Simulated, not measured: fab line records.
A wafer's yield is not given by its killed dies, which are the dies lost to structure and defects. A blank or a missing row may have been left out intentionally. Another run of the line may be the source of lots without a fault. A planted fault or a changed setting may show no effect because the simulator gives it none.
Matching of chambers / flow n5_finfet / N5_BEOL_M3_DESCUM_33 on rie_diel-04: 4 sister chambers
The step chemistry O2, time 7 s. 14 wafers are shown with their chamber, then 7 later ones without.

## WAFERS, EACH WITH ITS CHAMBER
wafer=L074.1; chamber=2; showerhead_plenum_p_Torr (Torr)=2.16; throttle_valve_pct (%)=20.69; drypump_motor_current_A (A)=5.7
wafer=L074.2; chamber=1; showerhead_plenum_p_Torr (Torr)=2.04; throttle_valve_pct (%)=20.14; drypump_motor_current_A (A)=5.7
wafer=L074.6; chamber=3; showerhead_plenum_p_Torr (Torr)=1.99; throttle_valve_pct (%)=20.53; drypump_motor_current_A (A)=6.5
wafer=L076.1; chamber=1; showerhead_plenum_p_Torr (Torr)=2.04; throttle_valve_pct (%)=20.14; drypump_motor_current_A (A)=5.7
wafer=L076.2; chamber=0; showerhead_plenum_p_Torr (Torr)=2.14; throttle_valve_pct (%)=20.53; drypump_motor_current_A (A)=5.7
wafer=L076.4; chamber=2; showerhead_plenum_p_Torr (Torr)=2.16; throttle_valve_pct (%)=20.68; drypump_motor_current_A (A)=5.8
wafer=L078.3; chamber=0; showerhead_plenum_p_Torr (Torr)=2.14; throttle_valve_pct (%)=20.53; drypump_motor_current_A (A)=5.8
wafer=L078.5; chamber=2; showerhead_plenum_p_Torr (Torr)=2.16; throttle_valve_pct (%)=20.72; drypump_motor_current_A (A)=5.8
wafer=L078.6; chamber=3; showerhead_plenum_p_Torr (Torr)=1.99; throttle_valve_pct (%)=20.53; drypump_motor_current_A (A)=6.5
wafer=L085.1; chamber=0; showerhead_plenum_p_Torr (Torr)=2.13; throttle_valve_pct (%)=20.55; drypump_motor_current_A (A)=5.8
wafer=L085.5; chamber=2; showerhead_plenum_p_Torr (Torr)=2.16; throttle_valve_pct (%)=20.72; drypump_motor_current_A (A)=5.8
wafer=L085.6; chamber=1; showerhead_plenum_p_Torr (Torr)=2.03; throttle_valve_pct (%)=20.18; drypump_motor_current_A (A)=5.7
wafer=L086.1; chamber=0; showerhead_plenum_p_Torr (Torr)=2.13; throttle_valve_pct (%)=20.56; drypump_motor_current_A (A)=5.8
wafer=L086.2; chamber=1; showerhead_plenum_p_Torr (Torr)=2.03; throttle_valve_pct (%)=20.15; drypump_motor_current_A (A)=5.7

SIGNATURES, as means of the wafers listed above
reading=showerhead_plenum_p_Torr; chamber 0=2.1350; chamber 1=2.0350; chamber 2=2.1600; chamber 3=1.9900; scatter within a chamber=0.00447
reading=throttle_valve_pct; chamber 0=20.5425; chamber 1=20.1525; chamber 2=20.7025; chamber 3=20.5300; scatter within a chamber=0.0174
reading=drypump_motor_current_A; chamber 0=5.775; chamber 1=5.700; chamber 2=5.775; chamber 3=6.500; scatter within a chamber=0.0387
Rule: for each reading, subtract the chamber's mean from the wafer's reading, divide by that reading's scatter and square the result; add these up over the readings and take the root, which gives the wafer's distance from the chamber. The wafer belongs to the nearest chamber; if the next one is less than 2 further off, it can't be placed. The scatter is the square root of a quotient: the sum, over the shown wafers, of each reading's squared deviation from its chamber's mean, divided by wafers minus chambers.

## WAFERS MISSING THEIR CHAMBER
wafer=L086.3; showerhead_plenum_p_Torr (Torr)=2.16; throttle_valve_pct (%)=20.74; drypump_motor_current_A (A)=5.8
wafer=L092.2; showerhead_plenum_p_Torr (Torr)=2.15; throttle_valve_pct (%)=20.75; drypump_motor_current_A (A)=5.8
wafer=L092.3; showerhead_plenum_p_Torr (Torr)=2.03; throttle_valve_pct (%)=20.19; drypump_motor_current_A (A)=5.7
wafer=L092.5; showerhead_plenum_p_Torr (Torr)=2.15; throttle_valve_pct (%)=20.74; drypump_motor_current_A (A)=5.7
wafer=L096.3; showerhead_plenum_p_Torr (Torr)=2.13; throttle_valve_pct (%)=20.20; drypump_motor_current_A (A)=5.8
wafer=L096.4; showerhead_plenum_p_Torr (Torr)=1.98; throttle_valve_pct (%)=20.56; drypump_motor_current_A (A)=6.5
wafer=L096.5; showerhead_plenum_p_Torr (Torr)=2.13; throttle_valve_pct (%)=20.21; drypump_motor_current_A (A)=5.8

## CHAMBER TAKEN BY EACH
wafer=L086.3; from the rows above=2; in truth=2
wafer=L092.2; from the rows above=2; in truth=2
wafer=L092.3; from the rows above=1; in truth=1
wafer=L092.5; from the rows above=2; in truth=2
wafer=L096.3; from the rows above=can't be placed: 0 or 1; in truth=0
wafer=L096.4; from the rows above=3; in truth=3
wafer=L096.5; from the rows above=0; in truth=0
Correctly placed: 6 of 7. Can't be placed from these rows: 1 (the true chamber is among the candidates in 1). 0 placed wrongly.
